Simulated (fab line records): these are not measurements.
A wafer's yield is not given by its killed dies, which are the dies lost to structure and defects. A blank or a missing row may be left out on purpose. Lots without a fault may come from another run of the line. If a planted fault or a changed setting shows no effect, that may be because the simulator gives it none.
Comparing a struck lot with a sound one | flow n5 finfet | 36 steps out of a route of 1938
Sound: these wafers, L616.3, L616.4, L616.6. Struck: wafer L619.2. (L619.5 of the same lot was not struck and is left out.) The cause comes at the end.
At each step with rows: each side's tool, then ch and its chambers, then its first start. Under that, the readings that differ: sound wafers | struck wafers | difference of the means | sigmas: that difference in standard deviations of wafers without a fault.
alike: readings with means less than 2 such deviations apart, plus words and numbers identical on both sides. not compared: withheld readings, readings lacking a value on some wafer, bounds such as >300 that could conceal the same value, and numbers that have no deviation in the record and whose values overlap.
A row with sigmas, a row that says differs or no value, or rows on one side alone: a step with any of these is where the two part. When numbers do not overlap yet have no deviation, they are printed without sigmas and do not part them. A reading that every wafer of one side lacks parts them only if that side has two wafers or more.

first, 9 steps without rows for these wafers: N5_BEOL_M10_ALD_74 (deposits TaN, target thk 2 nm, pulse time 2 s, purge time 3 s); N5_BEOL_M10_SURFACE_TREAT_76; N5_BEOL_M10_CVD_75 (deposits Co from CCTBA/H2, target thk 2 nm, time 138.9 s); N5_BEOL_M10_SPUTTER_48 (material Cu, target thk 12 nm, time 2 s); N5_BEOL_M10_ECD_50 (material Cu, target thk 318 nm); N5_BEOL_M10_ANNEAL_51 (time 90 s); N5_BEOL_M10_CMP_52 (polishes, stops on SiCOH lowk, t overpolish 7 s, target thk 140 nm); N5_BEOL_M10_PRE_CLEAN_55 (time 15 s); N5_BEOL_M10_DEP_56 (deposits SiCN from 3MS/NH3, target thk 15 nm, time 26.5 s).
N5_BEOL_M11_ILD_DEP_00: deposits SiCOH lowk from DEMS/porogen, target thk 308.51 nm, time 58 s.
  sound on pecvd-03 ch 0,1, day 13 01:48; struck on pecvd-03 ch 0, day 14 05:38
  reading                                             | sound             | struck | difference | sigmas
  run length s (s)                                    | 101.1 101.0 100.4 | 108.6  | +7.8       | +15
  model.SiCOH_lowk_of_BEOL_M11_ILD_DEP_00.thk nm (nm) | 309.2 313.8 313   | 352.2  | +40.2      |
  alike: heater power w, rf fwd power W, showerhead plenum p Torr, showerhead vpp V, throttle valve pct
  not compared: since wet clean h
then, 1 step without rows for these wafers: N5_BEOL_M11_CURE_71 (cures SiCOH lowk, time 240 s).
N5_BEOL_M11_THK_MEAS_01:
  sound on film metro-02 at day 13 02:58; struck on film metro-02 at day 14 06:14
  reading          | sound       | struck | difference | sigmas
  M11_ILD_THK (nm) | 269 273 272 | 307    | +36        | +10
then, 23 steps without rows for these wafers: N5_BEOL_M11_PECVD_70 (deposits SiO2 from TEOS/O2, target thk 20 nm, time 22.7 s); N5_BEOL_M11_HM_DEP_02 (deposits TiN, target thk 20 nm); N5_BEOL_M11_COAT_59 (time 60 s, resist thk 100 nm); N5_BEOL_M11_COAT_60 (time 60 s, resist thk 30 nm); N5_BEOL_M11_COAT_05 (resist thk 90 nm); N5_BEOL_M11_EBR_07; N5_BEOL_M11_SOFTBAKE_06 (time 60 s); N5_BEOL_M11_EXPOSE_08 (exposes mask M11); N5_BEOL_M11_PEB_09 (peb time 60 s); N5_BEOL_M11_DEVELOP_10 (develop time 30 s); N5_BEOL_M11_DESCUM_16 (chemistry O2, time 7.9 s); N5_BEOL_M11_ETCH_61 (etches SiARC in CF4, target depth 39 nm, time 65 s); N5_BEOL_M11_ETCH_62 (etches SOC in N2/H2, target depth 110 nm, overetch 22 nm, time 165 s); N5_BEOL_M11_STRIP_68 (strips in N2/H2); N5_BEOL_M11_STRIP_67 (strips in CF4); N5_BEOL_M11_HM_OPEN_17 (chemistry Cl2/BCl3, target TiN, target depth 20 nm, overetch 6 nm); N5_BEOL_M11_STRIP_19 (strips in O2); N5_BEOL_M11_COAT_63 (time 60 s, resist thk 100 nm); N5_BEOL_M11_COAT_64 (time 60 s, resist thk 30 nm); N5_BEOL_M11_COAT_22 (resist thk 90 nm); N5_BEOL_M11_EBR_24; N5_BEOL_M11_SOFTBAKE_23 (time 60 s); N5_BEOL_M11_EXPOSE_25 (exposes mask V10).
N5_BEOL_M11_CMP_52: polishes, stops on SiCOH lowk, t overpolish 7 s, target thk 140 nm.
  sound on cmp-02 ch 2,3, day 13 10:16; struck on cmp-04 ch 2, day 14 13:26
  reading                                             | sound           | struck | difference | sigmas
  motor current A (A)                                 | 6.7 5.0 5.0     | 7.2    | +1.6       | +2
  model.SiCOH_lowk_of_BEOL_M11_ILD_DEP_00.thk nm (nm) | 265.6 269.6 269 | 303.8  | +35.7      |

## WHERE THEY PART
At N5_BEOL_M11_ILD_DEP_00 first; at N5_BEOL_M11_CMP_52 last (within this record only).

WHY: what the simulator had put in
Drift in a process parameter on pecvd-03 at N5_BEOL_M11_ILD_DEP_00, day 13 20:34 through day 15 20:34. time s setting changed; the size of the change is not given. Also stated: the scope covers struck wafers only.
